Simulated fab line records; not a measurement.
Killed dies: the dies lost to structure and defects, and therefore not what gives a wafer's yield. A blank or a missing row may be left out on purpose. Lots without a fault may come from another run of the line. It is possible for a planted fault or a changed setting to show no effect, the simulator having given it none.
fab line records -- flow n5Finfet
record lots=4, wafers=12, lastDay=16
route steps=1938 shown BEOL_M1@762 BEOL_M4@1111 PASSIVATION@1936
lots with no fault: from the same line, run without faults
startH: hours from the record's opening day to when the first of the lot's shown wafers began -- waitH: hours from the lot's prior step to this one -- " repeats the value in the row above -- L1.1+2: several wafers, shown together as one row -- - no value, or no start was given -- * or withheld: withheld -- < > ~ a bound
route shown NAME@n: names a module that has steps shown in the file, with the first one's number in the route -- usual: average and standard deviation across the fault-free wafers -- same: alike in all rows -- chamber/n: place in a boat -- sites: per-site readings -- _std_site: standard deviation across them -- _edge_site: the outer-site mean with the inner-site mean subtracted -- radiusMm: how far each site lies from the wafer's centre -- mask NAME#n: copy n -- behind: the most recent tool/chamber to have shaped the wafer -- hold: cause of the lot's hold/its duration in hours/its outcome -- device: transistor that didn't switch, given as n, p or np -- end of line: the same wafers' tests at the end of the route -- step lacking rows: just its recipe -- killed: not the wafer's yield, but the dies lost to structure and defects at the first sort -- map: per-die view of a wafer (x killed, . not killed, _ where there is no die)
set.NAME: setting as actually run; set.NAME@STEP: the setting as run at that earlier step -- model.NAME: the simulator's own value behind a step, which no gauge read
certain route steps with their lots: each step a table, each wafer a row
services: when a tool's chamber went out of use (startH, in hours from the record's first day, below 0 if earlier), for how many hours, and the reason
## steps
# step N5_BEOL_M1_PEB_09
# recipe pebTempC=100, pebTimeS=60, resist=CAR-EUV
# step N5_BEOL_M1_DEVELOP_10
# recipe developTimeS=30, developer=TMAH, resist=CAR-EUV, rinseLiquid=surfactantRinse, dry=airSpin, devTempC=23
# step N5_BEOL_M1_DESCUM_16
# recipe chemistry=O2, timeS=7, sourcePowerW=50, biasPowerW=20, pressureMtorr=20, rfFrequencyHz=2.712e+07, tempC=40, resist=CAR-EUV, o2FlowSccm=225
# step N5_BEOL_M1_ETCH_74
# recipe chemistry=N2/H2, target=underlayer, targetDepthA=65, maskMaterial=CAR-EUV, timeS=5.2, ionEnergyEv=200, pressureMtorr=30, sourceW=840, biasW=150, n2FlowSccm=200, h2FlowSccm=200, ends=cleared
# step N5_BEOL_M1_ETCH_63
# recipe chemistry=CF4, target=SiARC, targetDepthA=156, maskMaterial=CAR-EUV, timeS=26, ionEnergyEv=80, pressureMtorr=40, sourceW=545, biasW=36, Ar_flow_sccm=100, cf4FlowSccm=100, ends=cleared
# step N5_BEOL_M1_ETCH_64
# recipe chemistry=N2/H2, target=SOC, targetDepthA=750, overetchA=150, maskMaterial=SiARC, tempC=40, timeS=112.5, ionEnergyEv=200, pressureMtorr=30, sourceW=840, biasW=150, n2FlowSccm=200, h2FlowSccm=200
# step N5_BEOL_M1_STRIP_65
# recipe chemistry=N2/H2, tempC=40, n2FlowSccm=200, h2FlowSccm=200, rfFrequencyHz=6e+07
# step N5_BEOL_M1_STRIP_75
# recipe chemistry=N2/H2, tempC=40, n2FlowSccm=200, h2FlowSccm=200, rfFrequencyHz=6e+07
# step N5_BEOL_M1_STRIP_66
# recipe chemistry=CF4, resist=SiARC, powerW=300, biasPowerW=75, pressureMtorr=50, cf4FlowSccm=150, rfFrequencyHz=6e+07
# step N5_BEOL_M1_HM_OPEN_17
# recipe chemistry=Cl2/BCl3, targetDepthA=200, overetchA=60, target=TiN, maskMaterial=SOC, ionEnergyEv=150, pressureMtorr=10, icpW=1000, biasW=126, Cl2_flow_sccm=53.25, bcl3FlowSccm=21.75, Ar_flow_sccm=25
# usual biasW=126.0/0.37, drypumpMotorCurrentA=5.6/0.35, oesProductAu=0.67/0.082, throttleValvePct=22.00/0.22
lot.wafer,tool,chamber,startH,waitH,biasW,drypumpMotorCurrentA,oesProductAu,rfHoursCounterH,throttleValvePct,model.SOC_of_BEOL_M1_COAT_61.thkNm,model.etch.depthNm
L975.1,rieMetal-01,0,127.83,0.0,126.1,5.9,0.68,33,21.64,52.4,20.1
L975.3,rieMetal-01,0,127.83,0.0,126.1,5.9,0.68,-,21.61,52.4,20.05
L975.4,rieMetal-01,1,127.83,0.0,125.5,5.9,0.60,-,21.97,52.2,20.04
L979.2,rieMetal-02,1,143.31,0.0,126.3,5.5,0.77,7,22.15,52,20.33
L979.3,rieMetal-02,0,143.31,0.0,125.9,5.2,0.50,-,22.41,52.2,20.12
L979.5,rieMetal-02,0,143.31,0.0,125.4,5.2,0.50,-,22.41,52,20.14
L985.2,rieMetal-01,1,185.97,0.0,126.0,5.8,0.58,93,22.03,51.8,19.55
L985.4,rieMetal-01,0,185.97,0.0,126.6,5.9,0.66,-,21.64,52.2,20.04
L985.5,rieMetal-01,0,185.97,0.0,126.2,5.9,0.64,-,21.69,54.4,18.71
L988.2,rieMetal-01,1,205.91,0.0,125.5,5.8,0.58,94,22.01,52.2,20.03
L988.3,rieMetal-01,0,205.91,0.0,126.0,5.9,0.63,-,21.69,54.4,18.55
L988.6,rieMetal-01,1,205.91,0.0,125.5,5.8,0.56,-,22.03,54.4,19.05
# step N5_BEOL_M1_STRIP_19
# recipe chemistry=O2, powerW=400, tempC=40, pressureMtorr=30, rfFrequencyHz=6e+07, biasPowerW=0, overashFraction=0.2, o2FlowSccm=225
# step N5_BEOL_M1_COAT_67
# recipe resist=SOC, tempC=250, timeS=60, spinRpm=1500, resistThkNm=60
# step N5_BEOL_M1_COAT_68
# recipe resist=SiARC, tempC=220, timeS=60, spinRpm=1500, resistThkNm=12
# step N5_BEOL_M1_COAT_76
# recipe resist=underlayer, tempC=205, timeS=60, spinRpm=1500, resistThkNm=5
# step N5_BEOL_M1_COAT_22
# recipe resist=CAR-EUV, spinRpm=1500, resistThkNm=30
# step N5_BEOL_M1_EBR_24
# recipe solvent=PGMEA, ebrWidthMm=1.5
# step N5_BEOL_M1_SOFTBAKE_23
# recipe tempC=110, timeS=60, resist=CAR-EUV
# step N5_BEOL_M1_EXPOSE_25
# recipe maskId=V0, na=0.33, sourceShape=quasar, sigmaInner=0.2, sigmaOuter=0.8, polarization=unpolarized, defocusNm=5, targetCdNm=24, doseMj=63
# step N5_BEOL_M1_PEB_26
# recipe pebTempC=100, pebTimeS=60, resist=CAR-EUV
# step N5_BEOL_M1_DEVELOP_27
# recipe developTimeS=30, developer=TMAH, resist=CAR-EUV, rinseLiquid=surfactantRinse, dry=airSpin, devTempC=23
# step N5_BEOL_M1_DESCUM_33
# recipe chemistry=O2, timeS=7, sourcePowerW=50, biasPowerW=20, pressureMtorr=20, rfFrequencyHz=2.712e+07, tempC=40, resist=CAR-EUV, o2FlowSccm=225
# step N5_BEOL_M1_ETCH_77
# recipe chemistry=N2/H2, target=underlayer, targetDepthA=65, maskMaterial=CAR-EUV, timeS=5.2, ionEnergyEv=200, pressureMtorr=30, sourceW=840, biasW=150, n2FlowSccm=200, h2FlowSccm=200, ends=cleared
# step N5_BEOL_M1_ETCH_69
# recipe chemistry=CF4, target=SiARC, targetDepthA=156, maskMaterial=CAR-EUV, timeS=26, ionEnergyEv=80, pressureMtorr=40, sourceW=545, biasW=36, Ar_flow_sccm=100, cf4FlowSccm=100, ends=cleared
# step N5_BEOL_M1_ALD_98
# recipe material=SiO2, targetThkA=25, tempC=100, aldPrecursorFamily=BDEAS, aldCoReactant=O2-plasma, pulseTimeS=1, coReactantPulseTimeS=1, purgeTimeS=2, coReactantPurgeTimeS=2, aldCycles=17, pressureTorr=2
# step N5_BEOL_M1_ETCHBACK_99
# recipe chemistry=CHF3, target=SiO2, targetDepthA=50, timeS=10.4, sourceW=215, biasW=47, Ar_flow_sccm=200, CHF3_flow_sccm=12, ionEnergyEv=100, pressureMtorr=30
# step N5_BEOL_M1_ETCH_70
# recipe chemistry=N2/H2, target=SOC, targetDepthA=800, overetchA=160, maskMaterial=SiARC, tempC=40, timeS=120, ionEnergyEv=200, pressureMtorr=30, sourceW=840, biasW=150, n2FlowSccm=200, h2FlowSccm=200
# step N5_BEOL_M1_STRIP_71
# recipe chemistry=N2/H2, tempC=40, n2FlowSccm=200, h2FlowSccm=200, rfFrequencyHz=6e+07
# step N5_BEOL_M1_STRIP_78
# recipe chemistry=N2/H2, tempC=40, n2FlowSccm=200, h2FlowSccm=200, rfFrequencyHz=6e+07
# step N5_BEOL_M1_VIA_ETCH_34
# recipe chemistry=C4F6/O2, targetDepthA=678, maskMaterial=SOC, pressureMtorr=15, ionEnergyEv=250, taperDeg=4, timeS=64.4, sourceW=350, biasW=170, Ar_flow_sccm=300, C4F6_flow_sccm=10, O2_flow_sccm=10
# step N5_BEOL_M1_STRIP_83
# recipe chemistry=C4F6/O2, resist=SiARC, rfFrequencyHz=6e+07
# step N5_BEOL_M1_STRIP_36
# recipe chemistry=N2/H2, powerW=450, tempC=40, pressureMtorr=20, rfFrequencyHz=6e+07, overashFraction=0.3, biasPowerW=7, h2Frac=0.5, n2FlowSccm=200, h2FlowSccm=200
# step N5_BEOL_M1_TRENCH_ETCH_37
# recipe chemistry=C4F6/O2, targetDepthA=552.07, target=SiOC, timeS=29, ionEnergyEv=250, pressureMtorr=30, sourceW=355, biasW=185, Ar_flow_sccm=300, C4F6_flow_sccm=10, O2_flow_sccm=10
# step N5_BEOL_M1_ETCH_41
# recipe chemistry=CH3F/O2, target=SiCN, targetDepthA=319, taperDeg=2, timeS=57.8, ionEnergyEv=120, maskMaterial=TiN, pressureMtorr=30, sourceW=395, biasW=75, Ar_flow_sccm=150, CH3F_flow_sccm=30, O2_flow_sccm=20
# step N5_BEOL_M1_STRIP_97
# recipe chemistry=N2/H2, timeS=10, powerW=450, tempC=40, pressureMtorr=20, rfFrequencyHz=6e+07, biasPowerW=7, n2FlowSccm=200, h2FlowSccm=200
# step N5_BEOL_M4_RC_MEAS_101
# usual DIBL_N=36.3/1.8, DIBL_P=36.5/2.1, IOFF_N=0.16/0.031, IOFF_P=0.22/0.038, ION_N=677/12, ION_P=466/7.8, SS_N=71.5/0.61, SS_P=73.2/0.7, VT_N=249/3, VT_P=-248.9/3
lot.wafer,tool,chamber,startH,waitH,DIBL_N[mV/V],DIBL_P[mV/V],IOFF_N[nA/um],IOFF_P[nA/um],ION_N[uA/um],ION_P[uA/um],SS_N[mV/dec],SS_P[mV/dec],VT_N[mV],VT_P[mV]
L975.1,prober-02,0,186.88,0.9,35.9,36.5,0.16,0.23,672,460,70.9,74.1,249,-249.1
L975.3,prober-02,0,186.88,0.9,38.9,40.9,0.23,0.33,696,483,72.4,74.7,244,-244.1
L975.4,prober-02,0,186.88,0.9,36.7,37.5,0.17,0.26,692,476,71.4,72.5,248,-247.7
L979.2,prober-02,0,207.22,0.2,35.4,34.5,0.15,0.20,692,476,70.6,73.4,250,-248.2
L979.3,prober-02,0,207.22,0.2,36.9,36.3,0.17,0.23,693,473,71.0,72.9,249,-246.7
L979.5,prober-02,0,207.22,0.2,36.6,36.1,0.16,0.22,697,473,71.6,73.3,251,-246.8
L985.2,prober-01,0,236.95,0.2,36.4,35.9,0.14,0.20,676,473,71.2,72.5,251,-250.9
L985.4,prober-01,0,236.95,0.2,39.8,38.5,0.19,0.24,682,465,71.5,73.9,247,-249.4
L985.5,prober-01,0,236.95,0.2,37.5,35.8,0.15,0.19,674,460,71.9,73.0,253,-252.9
L988.2,prober-01,0,264.05,0.2,36.7,35.1,0.15,0.21,663,463,71.4,73.7,251,-250.2
L988.3,prober-01,0,264.05,0.2,39.5,39.3,0.22,0.29,689,476,72.7,74.1,247,-245.2
L988.6,prober-01,0,264.05,0.2,36.9,35.9,0.15,0.22,669,471,72.7,74.0,249,-251.2
# step N5_PASSIVATION_PROBE_49
# usual defectLimitedYield=91.2/1.5, killed_at_M0_to_M3=33/9.6, killed_at_M4_up=14/5.6, killedAtContacts=14/5.5, killedAtFrontEnd=40/13, killedAtOther=4/3, killedDies=104/17, killedOpen=68/13, killedShort=33/7.2, sort_bin_5_function=5.2/0.95, sort_bin_6_memory=3.3/0.62, sort_bin_8_speed=0.00/0.012, sortNPass=1076/17, sortYieldPct=91.2/1.5
# same grossDies=1180, killedAtBackSide=0, sort_bin_4_leakage[%]=0
lot.wafer,tool,chamber,startH,waitH,defectLimitedYield[%],killed_at_M0_to_M3,killed_at_M4_up,killedAtContacts,killedAtFrontEnd,killedAtOther,killedDies,killedOpen,killedShort,sort_bin_5_function[%],sort_bin_6_memory[%],sort_bin_8_speed[%],sortNPass,sortYieldPct[%]
L985.5,prober-02,-,342.12,0.2,85.6,76,14,14,61,5,170,87,44,10.3,3.7,0,1010,85.6
L988.3,prober-01,-,372.67,0.1,73.7,236,11,14,40,9,310,58,47,22.3,3.6,0,870,73.7
L988.6,prober-01,-,372.82,0.3,87.1,81,9,21,35,6,152,65,27,8.8,3.4,0,1028,87.1
# killed by level:class
L985.5 BEOL_M1:areaOpen=38 FIN_SAQP:geometricParticle:open=24 FIN_SAQP:geometricParticle:short=15 MOL_CONTACT_COAG:geometricParticle:open=13 BEOL_M0_SAQP:geometricParticle:short=9 BEOL_M0_SAQP:geometricParticle:open=9 BEOL_M1:geometricParticle:open=7 BEOL_M4:geometricParticle:open=6
L988.3 BEOL_M1:areaOpen=202 GATE_CUT:geometricParticle:short=11 BEOL_M0_SAQP:geometricParticle:open=11 MOL_CONTACT_COAG:geometricParticle:open=10 BEOL_M0_SAQP:geometricParticle:short=8 FIN_SAQP:geometricParticle:short=7 FIN_SAQP:geometricParticle:open=6 BEOL_M1:geometricParticle:open=5
L988.6 BEOL_M1:areaOpen=49 MOL_CONTACT_COAG:geometricParticle:open=18 STI_FIN_REVEAL:geometricParticle:open=9 BEOL_M2:geometricParticle:open=8 BEOL_M1:geometricParticle:open=6 HKMG_FIN:areaEtch=6 BEOL_M0_SAQP:geometricParticle:short=5 STARTING-WAFER:geometricParticle:open=5
# map L985.5 (x killed, . not)
_________________.x......x...________________
______________....x...x...x....._____________
___________x...x...................__________
__________..x.....x...........x....._________
________...x............xx..x........._______
_______.x....x........x.......x........______
______...x.x............x....x...x......_____
_____.....x..........x....x..............____
____...x.x......x.........................___
___..x...............x.....x...............__
___..x..........................x..........__
__........x.x.x..x..x...xx......xxx...x....._
__..........x...x.xx................x......._
_.............x.x......x.............x....x..
_......x........x...x....x..x.x...x..........
_....x.xx..x.....x.xx...x..x.xx....x.........
_x...............x...................x.x..xx.
_......x.x......x............x..x...x........
_.......................x...x......x.........
_........x......x....xx...........x......x...
_..............xx.x....x..xx...........x.....
__..x......x..x.....x....x.....x..x...x....._
__x......x....x............x................_
___.......x..x..........x..............x..x__
___...................xx.....x......x......__
____..x..................x....x.........x.___
_____..x.x..........x.............x...x..____
______...x.xxx.....x..........x.....x..x_____
_______x..x.x.x.........x...x..........______
________.x...xxxx..........x.........._______
__________......xx.....x......x....._________
___________.........x.x....x..x...x__________
______________..x.x.x........xx._____________
_________________x.xx.......x________________
# map L988.3 (x killed, . not)
_________________x.....x.xxxx________________
______________x......xx.x.xxxx.x_____________
___________......xxx..xxxxx.x.x....__________
__________.........xxxxxxxxx....xx.._________
________.x...xxx...x..xxxxxx..x...x..._______
_______.............xxxxxxxxxxx.....x.x______
______...xx........x.x..xxxxx...xx..x..._____
_____...x..x.........x.xxxxxxxx.....x....____
____..x......x.x...xx...x.x..x.xx.....x...___
___......x......x........x.xx...x.xx.......__
___..x.x...x.x..xxx...xx....x...x.x.x...x..__
__.......x..x.x.xx.x.x...xx...xxx..........._
__...x......x.....x...x.......xxx.x.xx..x..._
_...............x.x...x....xxxxxx.x..xx....x.
_...x.x.......................xxxxx.x........
_..x...x..............x......xx..xxxx..xx.xx.
_................x..........x..x..xxx...x....
_.x................xx..x....x.x.xxx.x.x......
_......xx.x.....xxxx.x.x..x..x...xx..x......x
_..............x.x....x......x..xxxxxx.x.....
_............x....xx...xx.x.xxxxxx.x...x..x..
__........x......x..xx....x...x...x.....x..._
__............x......x.xx..xx...xx.........x_
___.....x..x..x.x......x.x......xx.........__
___.....................xx.x.x.......xxx..x__
____.x..x.....x...x........x......x.x.x...___
_____.....x....x........x.x.x.x..........____
______...x.....x..x......x......x......x_____
_______.................x...x.x....x...______
________.xx.....xx....x...........x.x._______
__________x........xx......x....x..._________
___________...........xx...........__________
______________...x.........x...._____________
_________________....x.x.....________________
## services
tool,chamber,startH,hours,kind
rieMetal-02,0,150.13,-,clean
rieMetal-02,0,150.13,25.4,scheduledDown
rieMetal-02,0,150.13,25.4,ventCycle
rieMetal-02,1,198.71,15.0,repair
## key
firstSign step=N5_PASSIVATION_PROBE_49, reading=killed_at_M0_to_M3, direction=up, sigmas=10, usual=33, struck=131
effect step=N5_PASSIVATION_PROBE_49, reading=sort_bin_5_function, direction=up, sigmas=9.1, usual=5.2, struck=13.8
modelEffect step=N5_BEOL_M1_HM_OPEN_17, value=SOC_of_BEOL_M1_COAT_61.thkNm, without=52.27, struck=54.4
moreKillsBornAt N5_BEOL_M1_HM_OPEN_17@rieMetal-01=289
metAt N5_BEOL_M1_HM_OPEN_17
struckWafers L985.5,L988.3,L988.6
onsetBetween 127.83 185.97
fault kind=processParameterDrift, tool=rieMetal-01, chamber=-, onsetH=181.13, steps=N5_BEOL_M1_HM_OPEN_17, channel=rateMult, offset=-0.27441, shape=step, endH=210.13, scope=struckWafersOnly
